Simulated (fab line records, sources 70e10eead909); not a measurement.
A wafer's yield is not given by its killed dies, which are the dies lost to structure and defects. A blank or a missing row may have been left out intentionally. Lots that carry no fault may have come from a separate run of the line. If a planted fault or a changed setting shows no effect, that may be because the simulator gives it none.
Comparing a struck lot with a sound one :: flow nand-harc :: 14 out of 1159 route steps
Sound: wafers L608.3, L608.5, L608.6. Struck: wafers L616.1, L616.6 (left out: L616.4, a lot-mate that was not struck); the cause follows at the end.
Per side, at each step with rows, come the tool, then ch with its chambers, and then its first start. Under that, the readings that differ: sound wafers :: struck wafers :: difference of the means :: sigmas: that difference in standard deviations of wafers without a fault.
alike: same words and numbers on both sides, and readings whose means sit less than 2 such deviations apart. not compared: any withheld reading, any reading some wafer has no value for, any bound like >300 that may hide the same value, and any number with overlapping values for which the record gives no deviation.
A row with sigmas, a row that says differs or no value, or rows on one side alone: a step with any of these is where the two part. Numbers that don't overlap but have no deviation are shown without sigmas and don't part them. A reading that every wafer of one side lacks parts them only if that side has two wafers or more.

first, 4 steps without rows for these wafers: NHARC_A_BONDPAD_EBR_05; NHARC_A_BONDPAD_EXPOSE_06 (exposes mask A BPAD); NHARC_A_BONDPAD_PEB_07 (peb time 80 s); NHARC_A_BONDPAD_DEVELOP_08 (time 50 s).
NHARC_A_BONDPAD_CD_MEAS_09 targets a cd of 500 nm.
  sound on cd-sem-02 ch 0, day 17 23:41; struck on cd-sem-01 ch 0, day 20 20:17
  alike: cd-nm
NHARC_A_BONDPAD_OVL_MEAS_35:
  struck on overlay-01, day 20 20:22; sound on overlay-02, day 17 23:46
  alike: overlay-x-nm, overlay-y-nm
then, 1 step without rows for these wafers: NHARC_A_BONDPAD_HARDBAKE_10 (time 65 s).
NHARC_A_BONDPAD_DESCUM_11: chemistry O2, time 3 s.
  sound on rie-diel-01 ch 0,1,2, day 17 23:55; struck on rie-diel-01 ch 2,3, day 20 20:30
  alike: drypump-motor-current-A, oes-product-au, rf-vpp-V, showerhead-plenum-p-Torr, throttle-valve-pct
  not compared: rf-hours-counter-h
NHARC_A_BONDPAD_ETCH_34: etches the open film in N2/H2, target depth 60 nm, overetch 18 nm, time 65.91 s.
  sound on rie-diel-01 ch 0,3, day 17 23:59; struck on rie-diel-01 ch 1, day 20 20:35
reading: drypump-motor-current-A (A)
sound: 5.3 5.1 5.3
struck: 6.3 6.3
difference: +1.1
sigmas: +2
  alike: h2-flow-sccm, n2-flow-sccm, oes-product-au, rf-vpp-V, run-length-s, showerhead-plenum-p-Torr, throttle-valve-pct
  not compared: rf-hours-counter-h
NHARC_A_BONDPAD_ETCH_12: etches the open film in CHF3/O2, target depth 220 nm, time 110 s.
  sound on rie-diel-01 ch 0,1,2; struck on rie-diel-01 ch 0,3
  alike: drypump-motor-current-A, oes-product-au, rf-vpp-V, run-length-s, showerhead-plenum-p-Torr, throttle-valve-pct
  not compared: rf-hours-counter-h
NHARC_A_BONDPAD_CD_MEAS_13:
  struck on cd-sem-03, day 20 20:49; sound on cd-sem-01, day 18 00:13
  alike: cd-nm
NHARC_A_BONDPAD_STRIP_15: strips in O2.
  sound on rie-diel-01 ch 0,2,3, day 18 00:19; struck on rie-diel-01 ch 1,3, day 20 20:54
  alike: drypump-motor-current-A, oes-product-au, rf-vpp-V, showerhead-plenum-p-Torr, throttle-valve-pct
  not compared: rf-hours-counter-h
NHARC_A_BONDPAD_ETCH_24: etches the open film in CF4/N2, target depth 30 nm, time 72.99 s.
  sound on rie-diel-01 ch 1,2, day 18 00:26; struck on rie-diel-01 ch 0, day 20 21:02
reading: run-length-s (s)
sound: 94.2 95.0 94.2
struck: 72.3 72.0
difference: -22.3
sigmas: -62
  alike: drypump-motor-current-A, n2-flow-sccm, oes-product-au, rf-vpp-V, showerhead-plenum-p-Torr, throttle-valve-pct
  not compared: rf-hours-counter-h
then, 1 step without rows for these wafers: NHARC_A_BONDPAD_STRIP_16 (strips in post etch residue remover, time 600 s).

== WHERE THEY PART ==
At NHARC_A_BONDPAD_ETCH_34 first; at NHARC_A_BONDPAD_ETCH_24 last (within this record only).

WHY: whatever the simulator had introduced
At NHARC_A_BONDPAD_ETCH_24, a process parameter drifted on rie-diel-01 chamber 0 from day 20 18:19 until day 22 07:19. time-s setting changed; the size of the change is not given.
